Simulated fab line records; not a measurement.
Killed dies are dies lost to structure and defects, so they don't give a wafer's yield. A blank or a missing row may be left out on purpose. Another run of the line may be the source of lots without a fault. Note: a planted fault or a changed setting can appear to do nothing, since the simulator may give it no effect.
fab line records	flow n5_finfet
record lots=6	wafers=16	last_day=18
route steps=1938 shown BEOL_M4@1025 PASSIVATION@1936
lots untouched by any fault: they come from a run of this same line in which no faults occurred
start_h: start of the lot's first displayed wafer, in hours after the record's first day	wait_h: hours since the lot's step before	" unchanged from the row above	L1.1+2: several wafers, shown together as one row	- either no value or no given start	* or withheld: withheld	< > ~ a bound
route shown NAME@n: names a module that has steps shown in the file, with the first one's number in the route	usual: mean/standard deviation taken from wafers without a fault	same: alike in all rows	chamber/n: place in a boat	sites: the reading at each site	_std_site: the values' standard deviation	_edge_site: mean of outer sites minus mean of inner sites	radius_mm: how far each site lies from the wafer's centre	mask NAME#n: copy n	behind: the tool/chamber that last shaped the wafer	hold: why the lot went on hold/how many hours it stayed there/how the hold came to an end	device: the transistor (n, p or np) that didn't switch	end of line: the same wafers' tests at the end of the route	step lacking rows: just its recipe	killed: at the first sort, the dies lost to defects and structure; wafer yield is something else	map: a wafer's dies, x killed, . not, _ none there
set.NAME: the run value of the setting; set.NAME@STEP: its run value at that earlier step	model.NAME: the simulator's own value behind a step, which no gauge read
lots at some steps of the route; a table a step, a row a wafer
services: from which hour (start_h, from the record's first day; less than 0 if before it) a tool's chamber was out of use, for how many hours, and why
## steps
# step N5_BEOL_M4_COAT_61
# recipe resist=SOC	temp_c=250	time_s=60	spin_rpm=1500	resist_thk_nm=60
# step N5_BEOL_M4_COAT_62
# recipe resist=SiARC	temp_c=220	time_s=60	spin_rpm=1500	resist_thk_nm=12
# step N5_BEOL_M4_COAT_73
# recipe resist=underlayer	temp_c=205	time_s=60	spin_rpm=1500	resist_thk_nm=5
# step N5_BEOL_M4_COAT_05
# recipe resist=CAR-EUV	spin_rpm=1500	resist_thk_nm=30
# step N5_BEOL_M4_EBR_07
# recipe solvent=PGMEA	ebr_width_mm=1.5
# step N5_BEOL_M4_SOFTBAKE_06
# recipe temp_c=110	time_s=60	resist=CAR-EUV
# step N5_BEOL_M4_EXPOSE_08
# recipe mask_id=M4	na=0.33	source_shape=dipole	sigma_inner=0.369	sigma_outer=0.767	polarization=unpolarized	dose_mj=41.25
# step N5_BEOL_M4_PEB_09
# recipe peb_temp_c=100	peb_time_s=60	resist=CAR-EUV
# step N5_BEOL_M4_DEVELOP_10
# recipe develop_time_s=30	developer=TMAH	resist=CAR-EUV	rinse_liquid=surfactant_rinse	dry=air_spin	dev_temp_c=23
# step N5_BEOL_M4_CD_MEAS_11
# recipe target_cd_nm=16.79	landing_energy_ev=500	detector=se_inlens	polarity=opening
# usual cd_nm=16.81/0.27
lot.wafer	tool	chamber	start_h	wait_h	cd_nm
L124.1	cd_sem-03	0	177.42	-	16.82
L124.2	"	0	"	"	16.78
L124.6	"	0	"	"	16.90
L127.4	cd_sem-01	0	182.11	-	16.54
L127.5	"	0	"	"	16.94
L127.6	"	0	"	"	17.18
L133.4	cd_sem-03	0	225.53	-	17.21
L133.5	"	0	"	"	17.48
L133.6	"	0	"	"	16.86
L135.1	cd_sem-03	0	246.90	-	16.72
L135.6	"	0	"	"	16.59
L137.1	cd_sem-02	0	251.06	-	16.89
L137.3	"	0	"	"	17.28
L144.2	cd_sem-01	0	300.08	-	16.77
L144.3	"	0	"	"	16.38
L144.5	"	0	"	"	16.68
# step N5_BEOL_M4_OVL_MEAS_12
# recipe points_per_wafer=522
# usual M4_OVL=-0.4/0.6
lot.wafer	tool	chamber	start_h	wait_h	M4_OVL[nm]
L124.1	overlay-01	0	177.45	0.0	0.2
L124.2	"	0	"	"	0.4
L124.6	"	0	"	"	0.7
L127.4	overlay-02	0	182.16	0.0	-1.6
L127.5	"	0	"	"	-1.1
L127.6	"	0	"	"	-1.0
L133.4	overlay-01	0	225.58	0.0	-0.3
L133.5	"	0	"	"	-0.4
L133.6	"	0	"	"	0.8
L135.1	overlay-02	0	246.93	0.0	-0.5
L135.6	"	0	"	"	0.3
L137.1	overlay-01	0	251.09	0.0	-0.6
L137.3	"	0	"	"	-1.3
L144.2	overlay-01	0	300.11	0.0	-1.2
L144.3	"	0	"	"	-1.9
L144.5	"	0	"	"	-0.3
# step N5_BEOL_M4_INSPECT_13
# recipe mode=adi	inspect_instrument=brightfield
# usual raw_defect_count=384/76
lot.wafer	tool	chamber	start_h	wait_h	raw_defect_count
L124.1	defect_inspect-02	-	177.52	0.1	437
L124.2	"	-	"	"	348
L124.6	"	-	"	"	406
L127.4	defect_inspect-02	-	182.20	0.0	353
L127.5	"	-	"	"	407
L127.6	"	-	"	"	278
L133.4	defect_inspect-01	-	225.62	0.0	334
L133.5	"	-	"	"	363
L133.6	"	-	"	"	230
L135.1	defect_inspect-01	-	246.99	0.1	290
L135.6	"	-	"	"	425
L137.1	defect_inspect-01	-	251.15	0.1	437
L137.3	"	-	"	"	420
L144.2	defect_inspect-01	-	300.16	0.0	330
L144.3	"	-	"	"	305
L144.5	"	-	"	"	385
# step N5_BEOL_M4_DESCUM_16
# recipe chemistry=O2	time_s=7	source_power_w=50	bias_power_w=20	pressure_mtorr=20	rf_frequency_hz=2.712e+07	temp_c=40	resist=CAR-EUV	o2_flow_sccm=225
# usual drypump_motor_current_A=5.5/0.43	oes_product_au=0.81/0.069	rf_vpp_V=243.9/1.3	showerhead_plenum_p_Torr=2.14/0.069	temp_c=40.00/0.12	throttle_valve_pct=20.42/0.25
lot.wafer	tool	chamber	start_h	wait_h	drypump_motor_current_A	oes_product_au	rf_hours_counter_h	rf_vpp_V	showerhead_plenum_p_Torr	temp_c	throttle_valve_pct	model.CAR-EUV_of_BEOL_M4_COAT_05.thk_nm
L124.1	rie_diel-02	3	177.55	0.0	5.2	0.75	133	243.3	2.11	40.06	20.55	26
L124.2	"	1	"	"	5.0	0.79	97	245.0	2.22	39.93	20.52	26.2
L124.6	"	2	"	"	6.4	0.85	-	245.6	2.19	40.19	20.21	26
L127.4	rie_diel-02	2	182.72	0.5	6.4	0.86	-	244.8	2.19	39.84	20.22	26.2
L127.5	"	1	"	"	5.0	0.80	-	245.7	2.22	39.82	20.52	26.2
L127.6	"	2	"	"	6.4	0.85	-	245.8	2.19	40.17	20.18	26.2
L133.4	rie_diel-01	2	225.95	0.3	5.2	0.78	104	243.8	2.09	39.76	19.96	26.2
L133.5	"	3	"	"	5.7	0.76	-	243.0	2.10	39.95	20.77	26.2
L133.6	"	0	"	"	6.1	0.99	-	245.2	2.21	40.15	20.10	24.6
L135.1	rie_diel-01	0	247.02	0.0	6.0	0.95	13	243.7	2.21	40.00	20.11	24.6
L135.6	"	2	"	"	5.2	0.79	-	243.1	2.08	40.17	19.97	24.8
L137.1	rie_diel-02	3	251.19	0.0	5.2	0.72	153	243.8	2.11	39.95	20.58	26
L137.3	"	0	"	"	4.9	0.75	175	244.4	2.08	39.99	20.39	26.2
L144.2	rie_diel-02	0	300.20	0.0	4.9	0.74	192	243.2	2.08	39.93	20.43	26.2
L144.3	"	2	"	"	6.3	0.80	94	244.1	2.18	40.20	20.25	26.2
L144.5	"	3	"	"	5.2	0.72	-	241.9	2.10	40.23	20.63	26
# step N5_BEOL_M4_ETCH_74
# recipe chemistry=N2/H2	target=underlayer	target_depth_a=65	mask_material=CAR-EUV	time_s=5.2	ion_energy_ev=200	pressure_mtorr=30	source_w=840	bias_w=150	n2_flow_sccm=200	h2_flow_sccm=200	ends=cleared
# usual drypump_motor_current_A=5.5/0.43	etch_rf_on_time_s=5.25/0.25	oes_product_au=0.69/0.061	rf_vpp_V=525.5/2.5	showerhead_plenum_p_Torr=2.61/0.08	throttle_valve_pct=17.89/0.29
lot.wafer	tool	chamber	start_h	wait_h	drypump_motor_current_A	etch_rf_on_time_s	oes_product_au	rf_hours_counter_h	rf_vpp_V	showerhead_plenum_p_Torr	throttle_valve_pct	model.BEOL_M4.cd_offset_nm
L124.1	rie_diel-02	3	177.59	0.0	5.2	4.90	0.67	133	523.5	2.57	18.03	0.4
L124.2	"	1	"	"	5.0	5.68	0.67	97	525.8	2.69	17.90	-0.2
L124.6	"	2	"	"	6.3	5.35	0.70	-	527.1	2.66	17.53	0
L127.4	rie_diel-02	2	182.76	0.0	6.4	5.32	0.72	-	528.5	2.66	17.53	0
L127.5	"	1	"	"	5.0	5.75	0.65	-	527.2	2.69	17.90	0.2
L127.6	"	2	"	"	6.3	5.34	0.70	-	526.9	2.66	17.54	0.2
L133.4	rie_diel-01	2	225.98	0.0	5.2	5.64	0.64	104	523.7	2.57	17.57	0.4
L133.5	"	3	"	"	5.7	5.30	0.64	-	524.9	2.54	18.23	0.2
L133.6	"	0	"	"	6.0	5.02	0.83	-	528.4	2.72	17.71	0.4
L135.1	rie_diel-01	0	247.06	0.0	6.1	5.04	0.82	13	530.6	2.72	17.71	0
L135.6	"	2	"	"	5.2	5.62	0.64	-	525.1	2.57	17.60	0.4
L137.1	rie_diel-02	3	251.22	0.0	5.2	4.96	0.65	153	523.6	2.56	18.06	0.2
L137.3	"	0	"	"	4.9	5.16	0.64	175	525.0	2.55	17.98	0.4
L144.2	rie_diel-02	0	300.23	0.0	4.9	5.21	0.62	192	526.1	2.54	18.00	0.2
L144.3	"	2	"	"	6.4	5.34	0.67	94	528.2	2.64	17.61	-0.4
L144.5	"	3	"	"	5.2	5.03	0.64	-	522.9	2.55	18.10	0.2
# step N5_BEOL_M4_ETCH_63
# recipe chemistry=CF4	target=SiARC	target_depth_a=156	mask_material=CAR-EUV	time_s=26	ion_energy_ev=80	pressure_mtorr=40	source_w=545	bias_w=36	Ar_flow_sccm=100	cf4_flow_sccm=100	ends=cleared
# usual drypump_motor_current_A=5.5/0.43	etch_rf_on_time_s=26.3/1.1	oes_product_au=0.69/0.06	rf_vpp_V=184.6/1.1	showerhead_plenum_p_Torr=2.19/0.062	throttle_valve_pct=15.58/0.24
lot.wafer	tool	chamber	start_h	wait_h	drypump_motor_current_A	etch_rf_on_time_s	oes_product_au	rf_hours_counter_h	rf_vpp_V	showerhead_plenum_p_Torr	throttle_valve_pct	model.CAR-EUV_of_BEOL_M4_COAT_05.thk_nm	model.BEOL_M4.cd_offset_nm
L124.1	rie_diel-02	3	177.60	0.0	5.2	24.6	0.67	133	186.0	2.15	15.73	11	0.4
L124.2	"	1	"	"	5.0	28.1	0.66	97	185.6	2.26	15.54	11.2	-0.2
L124.6	"	2	"	"	6.3	27.0	0.71	-	186.3	2.26	15.50	11.2	0
L127.4	rie_diel-02	2	182.79	0.0	6.3	26.9	0.71	-	187.3	2.26	15.50	11.2	0.2
L127.5	"	1	"	"	5.0	28.3	0.66	-	184.7	2.26	15.58	11.2	0.2
L127.6	"	2	"	"	6.4	26.8	0.71	-	184.8	2.26	15.50	11.2	0.4
L133.4	rie_diel-01	2	226.00	0.0	5.2	27.8	0.64	104	184.2	2.15	15.27	11.4	0.4
L133.5	"	3	"	"	5.7	26.3	0.64	-	184.1	2.16	16.02	11.2	0.2
L133.6	"	0	"	"	6.0	25.1	0.85	-	186.3	2.25	15.30	9.8	0.6
L135.1	rie_diel-01	0	247.07	0.0	6.0	25.3	0.81	13	185.9	2.25	15.31	9.8	0.4
L135.6	"	2	"	"	5.2	27.6	0.64	-	184.1	2.15	15.31	9.8	0.4
L137.1	rie_diel-02	3	251.24	0.0	5.2	24.8	0.65	153	184.4	2.15	15.74	11	0.2
L137.3	"	0	"	"	4.9	26.2	0.64	175	183.9	2.13	15.54	11.2	0.4
L144.2	rie_diel-02	0	300.25	0.0	4.8	25.8	0.63	192	182.9	2.12	15.58	11.2	0.2
L144.3	"	2	"	"	6.3	26.6	0.68	94	183.9	2.25	15.57	11.2	-0.4
L144.5	"	3	"	"	5.2	24.7	0.64	-	183.6	2.14	15.81	11	0.2
# step N5_BEOL_M4_ETCH_64
# recipe chemistry=N2/H2	target=SOC	target_depth_a=750	overetch_a=225	mask_material=SiARC	temp_c=40	time_s=121.9	ion_energy_ev=200	pressure_mtorr=30	source_w=840	bias_w=150	n2_flow_sccm=200	h2_flow_sccm=200
# usual drypump_motor_current_A=5.5/0.43	oes_product_au=0.61/0.049	rf_vpp_V=525.5/2.4	showerhead_plenum_p_Torr=2.61/0.08	temp_c=40.00/0.11	throttle_valve_pct=17.85/0.29
lot.wafer	tool	chamber	start_h	wait_h	drypump_motor_current_A	oes_product_au	rf_hours_counter_h	rf_vpp_V	showerhead_plenum_p_Torr	temp_c	throttle_valve_pct
L124.1	rie_diel-02	3	177.63	0.0	5.2	0.57	133	523.5	2.57	40.11	17.97
L124.2	"	1	"	"	5.0	0.62	97	527.7	2.69	40.01	17.86
L124.6	"	2	"	"	6.3	0.64	-	528.7	2.66	39.90	17.50
L127.4	rie_diel-02	2	182.88	0.1	6.4	0.64	-	528.2	2.66	40.11	17.51
L127.5	"	1	"	"	5.0	0.62	-	527.2	2.69	39.98	17.87
L127.6	"	2	"	"	6.4	0.64	-	527.2	2.66	40.03	17.50
L133.4	rie_diel-01	2	226.03	0.0	5.2	0.60	104	524.7	2.57	40.16	17.55
L133.5	"	3	"	"	5.8	0.57	-	523.3	2.54	39.89	18.18
L133.6	"	0	"	"	6.0	0.73	-	528.2	2.72	39.82	17.68
L135.1	rie_diel-01	1	247.10	0.0	5.7	0.64	53	526.7	2.71	39.86	18.16
L135.6	"	2	"	"	5.2	0.59	-	524.9	2.57	40.12	17.59
L137.1	rie_diel-02	3	251.27	0.0	5.2	0.56	153	524.0	2.56	40.11	18.01
L137.3	"	0	"	"	4.9	0.56	175	523.8	2.55	39.89	17.92
L144.2	rie_diel-02	0	300.28	0.0	4.9	0.56	192	524.4	2.54	40.05	17.95
L144.3	"	2	"	"	6.4	0.61	94	526.1	2.64	39.99	17.56
L144.5	"	3	"	"	5.2	0.56	-	524.9	2.55	39.99	18.03
# step N5_BEOL_M4_RC_MEAS_101
# usual DIBL_N=37.4/2.1	DIBL_P=37.8/2.5	IOFF_N=0.19/0.045	IOFF_P=0.24/0.05	ION_N=682/16	ION_P=467/11	SS_N=71.9/0.67	SS_P=73.6/0.76	VT_N=247/3.6	VT_P=-248/3.6
lot.wafer	tool	chamber	start_h	wait_h	DIBL_N[mV/V]	DIBL_P[mV/V]	IOFF_N[nA/um]	IOFF_P[nA/um]	ION_N[uA/um]	ION_P[uA/um]	SS_N[mV/dec]	SS_P[mV/dec]	VT_N[mV]	VT_P[mV]
L124.1	prober-02	0	185.04	0.0	37.3	35.2	0.18	0.21	694	471	70.8	73.0	247	-250
L124.2	"	0	"	"	41.5	41.1	0.28	0.34	688	470	72.9	74.8	241	-244
L124.6	"	0	"	"	40.4	39.2	0.27	0.28	711	475	72.1	73.7	242	-247
L127.4	prober-02	0	191.56	0.5	34.0	35.7	0.15	0.22	661	465	71.8	73.2	247	-249
L127.5	"	0	"	"	35.2	37.0	0.16	0.25	685	480	71.8	73.4	246	-246
L127.6	"	0	"	"	36.0	35.8	0.17	0.22	683	470	71.3	73.1	247	-247
L133.4	prober-01	0	238.09	0.5	37.3	37.1	0.19	0.25	698	483	71.3	73.1	245	-245
L133.5	"	0	"	"	39.2	39.5	0.23	0.30	706	484	72.7	73.4	245	-243
L133.6	"	0	"	"	36.7	37.0	0.19	0.24	703	478	71.7	73.2	242	-245
L135.1	prober-02	0	254.64	0.9	36.9	37.0	0.17	0.20	672	455	72.0	73.3	246	-252
L135.6	"	0	"	"	37.3	36.5	0.18	0.19	663	452	72.1	73.0	247	-254
L137.1	prober-01	0	261.29	0.0	38.6	36.9	0.18	0.22	676	465	73.1	73.8	249	-252
L137.3	"	0	"	"	39.5	38.3	0.22	0.26	673	466	72.5	74.4	247	-247
L144.2	prober-01	0	316.12	0.2	37.0	38.4	0.17	0.23	679	464	71.7	73.8	248	-248
L144.3	"	0	"	"	35.5	35.8	0.15	0.20	670	452	71.1	73.6	250	-252
L144.5	"	0	"	"	35.0	34.6	0.14	0.19	664	447	71.2	72.7	249	-251
# step N5_PASSIVATION_PROBE_49
# usual defect_limited_yield=90.9/1.6	killed_at_M0_to_M3=34/10	killed_at_M4_up=13/5.4	killed_at_contacts=13/6	killed_at_front_end=42/13	killed_at_other=4/3.2	killed_dies=107/18	killed_open=69/14	killed_short=35/7.7	sort_bin_4_leakage=0.02/0.17	sort_bin_5_function=5.3/1	sort_bin_6_memory=3.3/0.75	sort_n_pass=1073/19	sort_yield_pct=90.9/1.6
# same gross_dies=1180	killed_at_back_side=0	sort_bin_8_speed[%]=0
lot.wafer	tool	chamber	start_h	wait_h	defect_limited_yield[%]	killed_at_M0_to_M3	killed_at_M4_up	killed_at_contacts	killed_at_front_end	killed_at_other	killed_dies	killed_open	killed_short	sort_bin_4_leakage[%]	sort_bin_5_function[%]	sort_bin_6_memory[%]	sort_n_pass	sort_yield_pct[%]
L124.1	prober-01	-	287.51	0.0	91.3	33	15	13	32	10	103	64	32	0	5.2	3.1	1077	91.3
L124.2	prober-01	-	287.56	0.1	93.2	21	8	9	38	4	80	46	32	0.34	4.2	2.5	1096	92.9
L124.6	prober-01	-	287.76	0.3	91.0	37	6	26	35	2	106	66	40	0	5.4	3.4	1074	91.0
L127.4	prober-01	-	289.65	0.2	93.5	26	10	19	20	2	77	48	27	0	3.4	2.7	1103	93.5
L127.5	prober-01	-	289.70	0.2	92.1	21	17	7	39	9	93	56	30	0	4.4	2.8	1087	92.1
L127.6	prober-01	-	289.75	0.3	90.7	46	7	18	37	2	110	63	42	0	5.5	3.7	1070	90.7
L137.1	prober-02	-	357.07	0.0	91.5	30	24	12	27	7	100	64	34	0	4.7	3.5	1080	91.5
L137.3	prober-02	-	357.17	0.1	90.7	31	29	6	40	4	110	83	24	0	6.1	2.8	1070	90.7
L135.1	prober-01	-	357.41	0.0	91.2	37	7	6	50	4	104	65	38	0	4.7	4.0	1076	91.2
L135.6	prober-01	-	357.66	0.3	88.9	48	11	12	56	4	131	73	43	0	6.0	4.1	1049	88.9
L144.2	prober-01	-	424.73	0.1	90.8	41	14	16	32	6	109	71	36	0	5.5	3.5	1071	90.8
L144.3	prober-01	-	424.78	0.1	91.3	45	12	9	34	3	103	70	28	0	5.3	3.1	1077	91.3
L144.5	prober-01	-	424.88	0.2	90.5	53	7	17	34	1	112	75	31	0	5.6	3.6	1068	90.5
# killed by level:class
L124.1 FIN_SAQP:geometric_particle:short=9 MOL_CONTACT_COAG:geometric_particle:open=8 BEOL_M0_SAQP:geometric_particle:open=7 BEOL_M1:geometric_particle:open=6 BEOL_M4:geometric_particle:open=6 BEOL_M5:geometric_particle:open=6 MOL_CONTACT_COAG:geometric_particle:short=5 BEOL_M0_SAQP:geometric_particle:short=5
L124.2 FIN_SAQP:geometric_particle:open=9 MOL_CONTACT_COAG:geometric_particle:open=9 GATE_CUT:geometric_particle:short=8 STARTING-WAFER:geometric_particle:short=7 FIN_SAQP:geometric_particle:short=6 BEOL_M1:geometric_particle:open=6 BEOL_M2:geometric_particle:open=4 BEOL_M0_SAQP:geometric_particle:open=3
L124.6 MOL_CONTACT_COAG:geometric_particle:open=21 FIN_SAQP:geometric_particle:short=8 BEOL_M1:geometric_particle:short=8 BEOL_M1:geometric_particle:open=7 FIN_SAQP:geometric_particle:open=6 GATE_CUT:geometric_particle:short=5 MOL_CONTACT_COAG:geometric_particle:short=5 BEOL_M2:geometric_particle:open=5
L127.4 MOL_CONTACT_COAG:geometric_particle:open=12 BEOL_M0_SAQP:geometric_particle:short=9 BEOL_M0_SAQP:geometric_particle:open=7 MOL_CONTACT_COAG:geometric_particle:short=6 STARTING-WAFER:geometric_particle:short=4 BEOL_M1:geometric_particle:open=3 BEOL_M4:geometric_particle:open=3 BEOL_M2:geometric_particle:open=3
L127.5 BEOL_M4:geometric_particle:open=10 FIN_SAQP:geometric_particle:short=9 BEOL_M0_SAQP:geometric_particle:open=6 BEOL_M2:geometric_particle:open=6 HKMG_FIN:area_etch=5 DUMMY_GATE:geometric_particle:open=4 MOL_CONTACT_COAG:geometric_particle:open=4 BEOL_M2:geometric_particle:short=4
L127.6 BEOL_M0_SAQP:geometric_particle:short=15 BEOL_M0_SAQP:geometric_particle:open=11 BEOL_M2:geometric_particle:open=10 MOL_CONTACT_COAG:geometric_particle:open=9 DUMMY_GATE:geometric_particle:open=8 FIN_SAQP:geometric_particle:short=5 MOL_CONTACT_COAG:geometric_particle:short=5 FIN_SAQP:geometric_particle:open=4
L137.1 BEOL_M3:geometric_particle:open=10 BEOL_M4:geometric_particle:open=9 MOL_CONTACT_COAG:geometric_particle:open=9 STI_FIN_REVEAL:geometric_particle:open=6 ILD0:geometric_particle:open=4 BEOL_M0_SAQP:geometric_particle:open=4 BEOL_M0:geometric_particle:open=4 BEOL_M0:geometric_particle:short=4
L137.3 BEOL_M4:geometric_particle:open=11 FIN_SAQP:geometric_particle:open=10 DUMMY_GATE:geometric_particle:open=9 BEOL_M1:geometric_particle:open=9 BEOL_M0_SAQP:geometric_particle:open=7 STI_FIN_REVEAL:geometric_particle:open=5 BEOL_M3:geometric_particle:open=5 DUMMY_GATE:geometric_particle:short=4
L135.1 STI_FIN_REVEAL:geometric_particle:open=13 BEOL_M1:geometric_particle:open=12 FIN_SAQP:geometric_particle:short=10 STI_FIN_REVEAL:geometric_particle:short=7 BEOL_M0_SAQP:geometric_particle:open=7 BEOL_M0_SAQP:geometric_particle:short=7 MOL_CONTACT_COAG:geometric_particle:open=6 FIN_SAQP:geometric_particle:open=5
L135.6 BEOL_M2:geometric_particle:open=12 MOL_CONTACT_COAG:geometric_particle:open=10 HKMG_FIN:area_etch=10 FIN_SAQP:geometric_particle:short=9 BEOL_M0_SAQP:geometric_particle:open=9 STI_FIN_REVEAL:geometric_particle:open=8 BEOL_M0_SAQP:geometric_particle:short=5 BEOL_M1:geometric_particle:open=5
L144.2 MOL_CONTACT_COAG:geometric_particle:open=15 BEOL_M0_SAQP:geometric_particle:open=12 BEOL_M4:geometric_particle:open=9 BEOL_M0_SAQP:geometric_particle:short=9 STI_FIN_REVEAL:geometric_particle:open=7 BEOL_M2:geometric_particle:open=7 ILD0:geometric_particle:short=5 PASS1_CAP:geometric_particle:open=4
L144.3 BEOL_M2:geometric_particle:open=14 STI_FIN_REVEAL:geometric_particle:open=9 BEOL_M0_SAQP:geometric_particle:open=9 BEOL_M4:geometric_particle:open=9 BEOL_M0_SAQP:geometric_particle:short=7 MOL_CONTACT_COAG:geometric_particle:open=6 FIN_SAQP:geometric_particle:short=4 BEOL_M0:geometric_particle:open=4
L144.5 BEOL_M0_SAQP:geometric_particle:open=17 BEOL_M2:geometric_particle:open=16 MOL_CONTACT_COAG:geometric_particle:open=12 BEOL_M0_SAQP:geometric_particle:short=10 STI_FIN_REVEAL:geometric_particle:open=8 FIN_SAQP:geometric_particle:short=5 MOL_CONTACT_COAG:geometric_particle:short=5 BEOL_M1:geometric_particle:open=4
## services
tool	chamber	start_h	hours	kind
rie_diel-02	-	154.74	14.6	pm
rie_diel-02	1	170.92	3.2	repair
rie_diel-01	0	194.65	-	clean
rie_diel-01	0	194.65	-	consumable_replace:focus_ring
rie_diel-01	0	194.65	-	consumable_replace:showerhead
rie_diel-01	0	194.65	18.3	scheduled_down
rie_diel-01	0	194.65	18.3	vent_cycle
rie_diel-02	-	201.05	2.8	pm
rie_diel-01	1	293.56	7.0	repair
## key
first_sign none at tools or gauges
model_effect step=N5_BEOL_M4_DESCUM_16	value=CAR-EUV_of_BEOL_M4_COAT_05.thk_nm	without=26.13	struck=24.67
model_effect step=N5_BEOL_M4_ETCH_74	value=BEOL_M4.cd_offset_nm	without=-0.06667	struck=0.2667
model_effect step=N5_BEOL_M4_ETCH_63	value=CAR-EUV_of_BEOL_M4_COAT_05.thk_nm	without=11.2	struck=9.8
met_at N5_BEOL_M4_DESCUM_16
struck_wafers L133.6,L135.1,L135.6
baseline_loss step=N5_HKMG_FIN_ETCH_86	wafers=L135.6
fault kind=process_parameter_drift	tool=rie_diel-01	chamber=-	onset_h=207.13	steps=N5_BEOL_M4_DESCUM_16	channel=time_s	offset=*	shape=step	end_h=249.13	scope=struck_wafers_only	acts_in=*	stated=*
# baseline_loss: these wafers lose ten dies or more at that step, a loss of the line's own and not of a fault; the sort's usual values leave them out
